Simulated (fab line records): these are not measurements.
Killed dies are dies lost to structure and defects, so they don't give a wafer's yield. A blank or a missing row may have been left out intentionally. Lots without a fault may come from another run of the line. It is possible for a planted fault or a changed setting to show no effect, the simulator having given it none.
Chamber matching    flow n5_finfet    ald_sin-02 running N5_STI_FIN_REVEAL_ALD_00: 4 sister chambers
The step deposits SiO2, target thk 1 nm, pulse time 1 s. 7 wafers are shown with their chamber, then 9 later ones without.

WAFERS WITH THEIR CHAMBER
wafer   chamber  heater_power_w (W)  precursor_pulse_height_rel
L079.1  0        448                 1.010
L085.5  2        414                 0.987
L086.1  2        423                 1.009
L086.5  1        515                 1.023
L088.1  3        388                 1.023
L088.3  1        519                 1.003
L088.6  3        392                 1.012

WAFERS WHOSE CHAMBER IS MISSING
wafer   heater_power_w (W)  precursor_pulse_height_rel
L091.2  448                 0.981
L091.3  426                 1.024
L091.5  443                 0.992
L092.2  399                 0.987
L092.4  438                 0.996
L092.5  444                 1.012
L095.1  400                 0.979
L095.3  538                 1.009
L095.5  442                 0.973

WHICH CHAMBER EACH WENT THROUGH
wafer   from the rows above      in truth
L091.2  0                        0
L091.3  2                        2
L091.5  0                        0
L092.2  can't be placed: 3 or 2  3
L092.4  can't be placed: 0 or 2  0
L092.5  0                        0
L095.1  can't be placed: 3 or 2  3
L095.3  1                        1
L095.5  0                        0
6 of 9 placed correctly. Unplaceable from these rows: 3, with the true chamber sitting among the candidates in 3. Placed wrongly: 0.
How it was worked out, from the rows above alone: a wafer's distance from a chamber is the root of the sum, over the readings, of the square of ((its reading less the chamber's mean) divided by the reading's scatter). The wafer belongs to the nearest chamber; if the next one is less than 2 further off, it can't be placed. Each chamber's mean is taken over the wafers shown for it. How the scatter is found: for the shown wafers, subtract from each reading the mean of its chamber, square and add these, divide the total by (wafers less chambers), then take the root.
